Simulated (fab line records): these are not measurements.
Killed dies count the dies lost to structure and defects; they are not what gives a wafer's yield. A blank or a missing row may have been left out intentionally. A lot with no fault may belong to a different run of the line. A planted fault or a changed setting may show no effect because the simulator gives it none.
Which tool was responsible? || flow n5Finfet || 24 lots with 72 wafers sampled at 4 steps, on a route of 1938 steps

WHAT EACH GAUGE READ, for each wafer
N5_BEOL_M2_OVL_MEAS_12. Usual: M2_OVL -0.4 nm, standard deviation 0.65.
{"lot": "L074", "measured": "day 6 13:18", "on": "overlay-01", "M2_OVL (nm)": "-0.7 0.6 -0.8", "flag": ""}
{"lot": "L075", "measured": "day 6 19:23", "on": "overlay-02", "M2_OVL (nm)": "-0.9 -0.2 -1.3", "flag": ""}
{"lot": "L077", "measured": "day 7 03:51", "on": "overlay-02", "M2_OVL (nm)": "0.2 0.5 0.0", "flag": ""}
{"lot": "L076", "measured": "day 7 03:54", "on": "overlay-02", "M2_OVL (nm)": "-1.1 -0.7 -1.1", "flag": ""}
{"lot": "L078", "measured": "day 7 08:49", "on": "overlay-02", "M2_OVL (nm)": "0.2 -0.2 -0.9", "flag": ""}
{"lot": "L080", "measured": "day 7 19:41", "on": "overlay-01", "M2_OVL (nm)": "-0.6 -0.8 -1.2", "flag": ""}
{"lot": "L079", "measured": "day 7 21:14", "on": "overlay-02", "M2_OVL (nm)": "-0.3 -0.2 -1.3", "flag": ""}
{"lot": "L081", "measured": "day 8 09:18", "on": "overlay-01", "M2_OVL (nm)": "0.2 0.4 0.6", "flag": ""}
{"lot": "L082", "measured": "day 8 18:58", "on": "overlay-01", "M2_OVL (nm)": "-0.4 0.5 -0.4", "flag": ""}
{"lot": "L083", "measured": "day 9 02:17", "on": "overlay-02", "M2_OVL (nm)": "-0.3 -1.3 -0.5", "flag": ""}
{"lot": "L085", "measured": "day 9 05:59", "on": "overlay-01", "M2_OVL (nm)": "0.0 0.4 -1.0", "flag": ""}
{"lot": "L084", "measured": "day 9 07:11", "on": "overlay-02", "M2_OVL (nm)": "-0.8 -0.2 -0.4", "flag": ""}
{"lot": "L086", "measured": "day 9 11:11", "on": "overlay-02", "M2_OVL (nm)": "-0.5 -1.4 -0.1", "flag": ""}
{"lot": "L087", "measured": "day 9 19:52", "on": "overlay-02", "M2_OVL (nm)": "-0.3 -1.0 -0.6", "flag": ""}
{"lot": "L088", "measured": "day 9 23:01", "on": "overlay-01", "M2_OVL (nm)": "-1.4 -1.0 -0.7", "flag": ""}
{"lot": "L089", "measured": "day 10 04:06", "on": "overlay-02", "M2_OVL (nm)": "-1.2 0.3 -1.1", "flag": ""}
{"lot": "L090", "measured": "day 10 14:40", "on": "overlay-02", "M2_OVL (nm)": "-0.3 0.4 -0.7", "flag": ""}
{"lot": "L091", "measured": "day 10 17:31", "on": "overlay-01", "M2_OVL (nm)": "-0.8 -1.1 0.2", "flag": ""}
{"lot": "L092", "measured": "day 11 07:50", "on": "overlay-02", "M2_OVL (nm)": "0.2 0.7 0.4", "flag": ""}
{"lot": "L093", "measured": "day 11 08:51", "on": "overlay-01", "M2_OVL (nm)": "0.2 0.2 -0.4", "flag": ""}
{"lot": "L094", "measured": "day 11 10:19", "on": "overlay-02", "M2_OVL (nm)": "-1.1 -0.3 -0.9", "flag": ""}
{"lot": "L096", "measured": "day 11 23:43", "on": "overlay-02", "M2_OVL (nm)": "-0.1 -0.6 0.0", "flag": ""}
{"lot": "L095", "measured": "day 12 03:12", "on": "overlay-02", "M2_OVL (nm)": "0.1 0.2 -1.3", "flag": ""}
{"lot": "L097", "measured": "day 12 05:44", "on": "overlay-01", "M2_OVL (nm)": "0.8 -0.7 -1.3", "flag": ""}

WHICH TOOL RAN EACH LOT (tool, then ch and the chambers of the sampled wafers, then the start)
{"lot": "L074", "N5_BEOL_M1_SPUTTER_92": "pvdSputter-02, day 6 10:23", "N5_BEOL_M1_PRE_CLEAN_60": "cvdCo-02 ch 0,2, day 6 11:41", "N5_BEOL_M2_HM_DEP_02": "pvdSputter-03, day 6 12:43"}
{"lot": "L075", "N5_BEOL_M1_SPUTTER_92": "pvdSputter-02, day 6 15:29", "N5_BEOL_M1_PRE_CLEAN_60": "cvdCo-02 ch 1,2, day 6 16:44", "N5_BEOL_M2_HM_DEP_02": "pvdSputter-03, day 6 18:57"}
{"lot": "L077", "N5_BEOL_M1_SPUTTER_92": "pvdSputter-01, day 6 22:39", "N5_BEOL_M1_PRE_CLEAN_60": "cvdCo-01 ch 1,2, day 6 23:55", "N5_BEOL_M2_HM_DEP_02": "pvdSputter-01, day 7 03:18"}
{"lot": "L076", "N5_BEOL_M1_SPUTTER_92": "pvdSputter-02, day 6 22:44", "N5_BEOL_M1_PRE_CLEAN_60": "cvdCo-02 ch 0,2, day 7 00:01", "N5_BEOL_M2_HM_DEP_02": "pvdSputter-01, day 7 03:24"}
{"lot": "L078", "N5_BEOL_M1_SPUTTER_92": "pvdSputter-01, day 7 06:19", "N5_BEOL_M1_PRE_CLEAN_60": "cvdCo-02 ch 0,1, day 7 07:38", "N5_BEOL_M2_HM_DEP_02": "pvdSputter-02, day 7 08:23"}
{"lot": "L080", "N5_BEOL_M1_SPUTTER_92": "pvdSputter-02, day 7 17:11", "N5_BEOL_M1_PRE_CLEAN_60": "cvdCo-01 ch 0,1,2, day 7 18:27", "N5_BEOL_M2_HM_DEP_02": "pvdSputter-02, day 7 19:14"}
{"lot": "L079", "N5_BEOL_M1_SPUTTER_92": "pvdSputter-03, day 7 17:31", "N5_BEOL_M1_PRE_CLEAN_60": "cvdCo-01 ch 0,1, day 7 18:47", "N5_BEOL_M2_HM_DEP_02": "pvdSputter-03, day 7 20:49"}
{"lot": "L081", "N5_BEOL_M1_SPUTTER_92": "pvdSputter-03, day 8 05:02", "N5_BEOL_M1_PRE_CLEAN_60": "cvdCo-01 ch 0,2, day 8 06:26", "N5_BEOL_M2_HM_DEP_02": "pvdSputter-02, day 8 08:45"}
{"lot": "L082", "N5_BEOL_M1_SPUTTER_92": "pvdSputter-02, day 8 14:27", "N5_BEOL_M1_PRE_CLEAN_60": "cvdCo-02 ch 0,1,2, day 8 15:43", "N5_BEOL_M2_HM_DEP_02": "pvdSputter-02, day 8 18:32"}
{"lot": "L083", "N5_BEOL_M1_SPUTTER_92": "pvdSputter-03, day 8 23:24", "N5_BEOL_M1_PRE_CLEAN_60": "cvdCo-02 ch 1,2, day 9 00:40", "N5_BEOL_M2_HM_DEP_02": "pvdSputter-01, day 9 01:50"}
{"lot": "L085", "N5_BEOL_M1_SPUTTER_92": "pvdSputter-02, day 9 01:14", "N5_BEOL_M1_PRE_CLEAN_60": "cvdCo-01 ch 0,2, day 9 02:47", "N5_BEOL_M2_HM_DEP_02": "pvdSputter-01, day 9 05:34"}
{"lot": "L084", "N5_BEOL_M1_SPUTTER_92": "pvdSputter-01, day 9 04:36", "N5_BEOL_M1_PRE_CLEAN_60": "cvdCo-02 ch 0,1,2, day 9 05:53", "N5_BEOL_M2_HM_DEP_02": "pvdSputter-01, day 9 06:46"}
{"lot": "L086", "N5_BEOL_M1_SPUTTER_92": "pvdSputter-02, day 9 08:49", "N5_BEOL_M1_PRE_CLEAN_60": "cvdCo-01 ch 0,1,2, day 9 10:05", "N5_BEOL_M2_HM_DEP_02": "pvdSputter-03, day 9 10:45"}
{"lot": "L087", "N5_BEOL_M1_SPUTTER_92": "pvdSputter-01, day 9 17:39", "N5_BEOL_M1_PRE_CLEAN_60": "cvdCo-01 ch 0,2, day 9 18:55", "N5_BEOL_M2_HM_DEP_02": "pvdSputter-02, day 9 19:26"}
{"lot": "L088", "N5_BEOL_M1_SPUTTER_92": "pvdSputter-01, day 9 20:50", "N5_BEOL_M1_PRE_CLEAN_60": "cvdCo-02 ch 1,2, day 9 22:05", "N5_BEOL_M2_HM_DEP_02": "pvdSputter-03, day 9 22:35"}
{"lot": "L089", "N5_BEOL_M1_SPUTTER_92": "pvdSputter-01, day 10 00:01", "N5_BEOL_M1_PRE_CLEAN_60": "cvdCo-01 ch 0,1,2, day 10 01:22", "N5_BEOL_M2_HM_DEP_02": "pvdSputter-01, day 10 03:40"}
{"lot": "L090", "N5_BEOL_M1_SPUTTER_92": "pvdSputter-01, day 10 10:23", "N5_BEOL_M1_PRE_CLEAN_60": "cvdCo-01 ch 0,2, day 10 11:40", "N5_BEOL_M2_HM_DEP_02": "pvdSputter-02, day 10 14:14"}
{"lot": "L091", "N5_BEOL_M1_SPUTTER_92": "pvdSputter-01, day 10 14:04", "N5_BEOL_M1_PRE_CLEAN_60": "cvdCo-02 ch 0,1,2, day 10 15:34", "N5_BEOL_M2_HM_DEP_02": "pvdSputter-03, day 10 17:05"}
{"lot": "L092", "N5_BEOL_M1_SPUTTER_92": "pvdSputter-03, day 11 03:33", "N5_BEOL_M1_PRE_CLEAN_60": "cvdCo-01 ch 1,2, day 11 04:49", "N5_BEOL_M2_HM_DEP_02": "pvdSputter-02, day 11 07:15"}
{"lot": "L093", "N5_BEOL_M1_SPUTTER_92": "pvdSputter-03, day 11 06:19", "N5_BEOL_M1_PRE_CLEAN_60": "cvdCo-01 ch 0,1,2, day 11 07:35", "N5_BEOL_M2_HM_DEP_02": "pvdSputter-01, day 11 08:25"}
{"lot": "L094", "N5_BEOL_M1_SPUTTER_92": "pvdSputter-03, day 11 08:09", "N5_BEOL_M1_PRE_CLEAN_60": "cvdCo-02 ch 1,2, day 11 09:25", "N5_BEOL_M2_HM_DEP_02": "pvdSputter-03, day 11 09:54"}
{"lot": "L096", "N5_BEOL_M1_SPUTTER_92": "pvdSputter-03, day 11 21:23", "N5_BEOL_M1_PRE_CLEAN_60": "cvdCo-02 ch 0,1, day 11 22:45", "N5_BEOL_M2_HM_DEP_02": "pvdSputter-03, day 11 23:17"}
{"lot": "L095", "N5_BEOL_M1_SPUTTER_92": "pvdSputter-03, day 12 00:47", "N5_BEOL_M1_PRE_CLEAN_60": "cvdCo-02 ch 1,2, day 12 02:03", "N5_BEOL_M2_HM_DEP_02": "pvdSputter-01, day 12 02:38"}
{"lot": "L097", "N5_BEOL_M1_SPUTTER_92": "pvdSputter-01, day 12 01:52", "N5_BEOL_M1_PRE_CLEAN_60": "cvdCo-02 ch 1,2, day 12 03:07", "N5_BEOL_M2_HM_DEP_02": "pvdSputter-02, day 12 05:19"}
- N5_BEOL_M1_SPUTTER_92: material Cu, target thk 4.5 nm, time 8.29 s.
- N5_BEOL_M1_PRE_CLEAN_60: time 15 s.
- N5_BEOL_M2_HM_DEP_02: deposits TiN, target thk 20 nm.

WHAT THE TOOLS THEMSELVES READ (means of the sampled wafers that have a number; where no wafer has one, the mark that the record gives instead)
N5_BEOL_M1_SPUTTER_92. Usual: chamberPressurePa 0.07 Pa, standard deviation 0.00015; throttleValvePct 30.1 %, standard deviation 0.98.
{"lot": "L074", "tool": "pvdSputter-02", "chamberPressurePa (Pa)": 0.07, "throttleValvePct (%)": 31.1, "flag": ""}
{"lot": "L075", "tool": "pvdSputter-02", "chamberPressurePa (Pa)": 0.07, "throttleValvePct (%)": 31.2, "flag": ""}
{"lot": "L077", "tool": "pvdSputter-01", "chamberPressurePa (Pa)": 0.07, "throttleValvePct (%)": 29.9, "flag": ""}
{"lot": "L076", "tool": "pvdSputter-02", "chamberPressurePa (Pa)": 0.07, "throttleValvePct (%)": 31.1, "flag": ""}
{"lot": "L078", "tool": "pvdSputter-01", "chamberPressurePa (Pa)": 0.07, "throttleValvePct (%)": 30.6, "flag": ""}
{"lot": "L080", "tool": "pvdSputter-02", "chamberPressurePa (Pa)": 0.07, "throttleValvePct (%)": 30.8, "flag": ""}
{"lot": "L079", "tool": "pvdSputter-03", "chamberPressurePa (Pa)": 0.07, "throttleValvePct (%)": 29.5, "flag": ""}
{"lot": "L081", "tool": "pvdSputter-03", "chamberPressurePa (Pa)": 0.07, "throttleValvePct (%)": 29.2, "flag": ""}
{"lot": "L082", "tool": "pvdSputter-02", "chamberPressurePa (Pa)": 0.07, "throttleValvePct (%)": 30.4, "flag": ""}
{"lot": "L083", "tool": "pvdSputter-03", "chamberPressurePa (Pa)": 0.07, "throttleValvePct (%)": 29.6, "flag": ""}
{"lot": "L085", "tool": "pvdSputter-02", "chamberPressurePa (Pa)": 0.07, "throttleValvePct (%)": 31.1, "flag": ""}
{"lot": "L084", "tool": "pvdSputter-01", "chamberPressurePa (Pa)": 0.07, "throttleValvePct (%)": 30.6, "flag": ""}
{"lot": "L086", "tool": "pvdSputter-02", "chamberPressurePa (Pa)": 0.07, "throttleValvePct (%)": 30.1, "flag": ""}
{"lot": "L087", "tool": "pvdSputter-01", "chamberPressurePa (Pa)": 0.07, "throttleValvePct (%)": 29.9, "flag": ""}
{"lot": "L088", "tool": "pvdSputter-01", "chamberPressurePa (Pa)": 0.07, "throttleValvePct (%)": 29.9, "flag": ""}
{"lot": "L089", "tool": "pvdSputter-01", "chamberPressurePa (Pa)": 0.07, "throttleValvePct (%)": 30.4, "flag": ""}
{"lot": "L090", "tool": "pvdSputter-01", "chamberPressurePa (Pa)": 0.07, "throttleValvePct (%)": 29.2, "flag": ""}
{"lot": "L091", "tool": "pvdSputter-01", "chamberPressurePa (Pa)": 0.07, "throttleValvePct (%)": 28.9, "flag": ""}
{"lot": "L092", "tool": "pvdSputter-03", "chamberPressurePa (Pa)": 0.07, "throttleValvePct (%)": 29.6, "flag": ""}
{"lot": "L093", "tool": "pvdSputter-03", "chamberPressurePa (Pa)": 0.07, "throttleValvePct (%)": 29.9, "flag": ""}
{"lot": "L094", "tool": "pvdSputter-03", "chamberPressurePa (Pa)": 0.07, "throttleValvePct (%)": 29.5, "flag": ""}
{"lot": "L096", "tool": "pvdSputter-03", "chamberPressurePa (Pa)": 0.07, "throttleValvePct (%)": 30.1, "flag": ""}
{"lot": "L095", "tool": "pvdSputter-03", "chamberPressurePa (Pa)": 0.07, "throttleValvePct (%)": 29.9, "flag": ""}
{"lot": "L097", "tool": "pvdSputter-01", "chamberPressurePa (Pa)": 0.07, "throttleValvePct (%)": 29.9, "flag": ""}

N5_BEOL_M1_PRE_CLEAN_60. Usual: heaterPowerW 76 W, standard deviation 10.
{"lot": "L074", "tool": "cvdCo-02", "heaterPowerW (W)": 72, "flag": ""}
{"lot": "L075", "tool": "cvdCo-02", "heaterPowerW (W)": 85, "flag": ""}
{"lot": "L077", "tool": "cvdCo-01", "heaterPowerW (W)": 68, "flag": ""}
{"lot": "L076", "tool": "cvdCo-02", "heaterPowerW (W)": 70, "flag": ""}
{"lot": "L078", "tool": "cvdCo-02", "heaterPowerW (W)": 82, "flag": ""}
{"lot": "L080", "tool": "cvdCo-01", "heaterPowerW (W)": 73, "flag": ""}
{"lot": "L079", "tool": "cvdCo-01", "heaterPowerW (W)": 79, "flag": ""}
{"lot": "L081", "tool": "cvdCo-01", "heaterPowerW (W)": 67, "flag": ""}
{"lot": "L082", "tool": "cvdCo-02", "heaterPowerW (W)": 79, "flag": ""}
{"lot": "L083", "tool": "cvdCo-02", "heaterPowerW (W)": 86, "flag": ""}
{"lot": "L085", "tool": "cvdCo-01", "heaterPowerW (W)": 72, "flag": ""}
{"lot": "L084", "tool": "cvdCo-02", "heaterPowerW (W)": 81, "flag": ""}
{"lot": "L086", "tool": "cvdCo-01", "heaterPowerW (W)": 72, "flag": ""}
{"lot": "L087", "tool": "cvdCo-01", "heaterPowerW (W)": 73, "flag": ""}
{"lot": "L088", "tool": "cvdCo-02", "heaterPowerW (W)": 77, "flag": ""}
{"lot": "L089", "tool": "cvdCo-01", "heaterPowerW (W)": 74, "flag": ""}
{"lot": "L090", "tool": "cvdCo-01", "heaterPowerW (W)": 68, "flag": ""}
{"lot": "L091", "tool": "cvdCo-02", "heaterPowerW (W)": 80, "flag": ""}
{"lot": "L092", "tool": "cvdCo-01", "heaterPowerW (W)": 69, "flag": ""}
{"lot": "L093", "tool": "cvdCo-01", "heaterPowerW (W)": 73, "flag": ""}
{"lot": "L094", "tool": "cvdCo-02", "heaterPowerW (W)": 86, "flag": ""}
{"lot": "L096", "tool": "cvdCo-02", "heaterPowerW (W)": 89, "flag": ""}
{"lot": "L095", "tool": "cvdCo-02", "heaterPowerW (W)": 77, "flag": ""}
{"lot": "L097", "tool": "cvdCo-02", "heaterPowerW (W)": 88, "flag": ""}

N5_BEOL_M2_HM_DEP_02. Usual: chamberPressurePa 0.4999 Pa, standard deviation 0.001; throttleValvePct 30.1 %, standard deviation 0.99.
{"lot": "L074", "tool": "pvdSputter-03", "chamberPressurePa (Pa)": 0.4994, "throttleValvePct (%)": 29.2, "flag": ""}
{"lot": "L075", "tool": "pvdSputter-03", "chamberPressurePa (Pa)": 0.4996, "throttleValvePct (%)": 29.5, "flag": ""}
{"lot": "L077", "tool": "pvdSputter-01", "chamberPressurePa (Pa)": 0.5000, "throttleValvePct (%)": 30.5, "flag": ""}
{"lot": "L076", "tool": "pvdSputter-01", "chamberPressurePa (Pa)": 0.5005, "throttleValvePct (%)": 30.8, "flag": ""}
{"lot": "L078", "tool": "pvdSputter-02", "chamberPressurePa (Pa)": 0.4997, "throttleValvePct (%)": 31.1, "flag": ""}
{"lot": "L080", "tool": "pvdSputter-02", "chamberPressurePa (Pa)": 0.5000, "throttleValvePct (%)": 30.4, "flag": ""}
{"lot": "L079", "tool": "pvdSputter-03", "chamberPressurePa (Pa)": 0.4996, "throttleValvePct (%)": 28.9, "flag": ""}
{"lot": "L081", "tool": "pvdSputter-02", "chamberPressurePa (Pa)": 0.4993, "throttleValvePct (%)": 30.8, "flag": ""}
{"lot": "L082", "tool": "pvdSputter-02", "chamberPressurePa (Pa)": 0.4992, "throttleValvePct (%)": 30.0, "flag": ""}
{"lot": "L083", "tool": "pvdSputter-01", "chamberPressurePa (Pa)": 0.4995, "throttleValvePct (%)": 30.7, "flag": ""}
{"lot": "L085", "tool": "pvdSputter-01", "chamberPressurePa (Pa)": 0.4989, "throttleValvePct (%)": 30.0, "flag": ""}
{"lot": "L084", "tool": "pvdSputter-01", "chamberPressurePa (Pa)": 0.4999, "throttleValvePct (%)": 31.2, "flag": ""}
{"lot": "L086", "tool": "pvdSputter-03", "chamberPressurePa (Pa)": 0.4991, "throttleValvePct (%)": 29.7, "flag": ""}
{"lot": "L087", "tool": "pvdSputter-02", "chamberPressurePa (Pa)": 0.5008, "throttleValvePct (%)": 31.2, "flag": ""}
{"lot": "L088", "tool": "pvdSputter-03", "chamberPressurePa (Pa)": 0.4998, "throttleValvePct (%)": 29.5, "flag": ""}
{"lot": "L089", "tool": "pvdSputter-01", "chamberPressurePa (Pa)": 0.5003, "throttleValvePct (%)": 29.6, "flag": ""}
{"lot": "L090", "tool": "pvdSputter-02", "chamberPressurePa (Pa)": 0.4998, "throttleValvePct (%)": 30.5, "flag": ""}
{"lot": "L091", "tool": "pvdSputter-03", "chamberPressurePa (Pa)": 0.5003, "throttleValvePct (%)": 28.8, "flag": ""}
{"lot": "L092", "tool": "pvdSputter-02", "chamberPressurePa (Pa)": 0.4993, "throttleValvePct (%)": 29.9, "flag": ""}
{"lot": "L093", "tool": "pvdSputter-01", "chamberPressurePa (Pa)": 0.5011, "throttleValvePct (%)": 29.8, "flag": ""}
{"lot": "L094", "tool": "pvdSputter-03", "chamberPressurePa (Pa)": 0.5005, "throttleValvePct (%)": 30.2, "flag": ""}
{"lot": "L096", "tool": "pvdSputter-03", "chamberPressurePa (Pa)": 0.5003, "throttleValvePct (%)": 29.5, "flag": ""}
{"lot": "L095", "tool": "pvdSputter-01", "chamberPressurePa (Pa)": 0.4996, "throttleValvePct (%)": 29.8, "flag": ""}
{"lot": "L097", "tool": "pvdSputter-02", "chamberPressurePa (Pa)": 0.5004, "throttleValvePct (%)": 30.6, "flag": ""}

THE ANSWER, worked out from the rows above alone
Rule: lot off if the mean of its wafers having a number is beyond 3 standard deviations from the usual mean. A lot without any number at a reading at which 4 lots or more have one is off too. All remaining lots with rows at the step are treated as sound. First the gauges in route order, then the tools' own readings, where a lot's mean is used as printed above. The first step at which some lot is off is used, and at that step the reading that is off furthest; a lot without a number counts as furthest.
None of the lots is off at any reading shown; this tells nothing.

WHAT THE SIMULATOR HAD PUT IN
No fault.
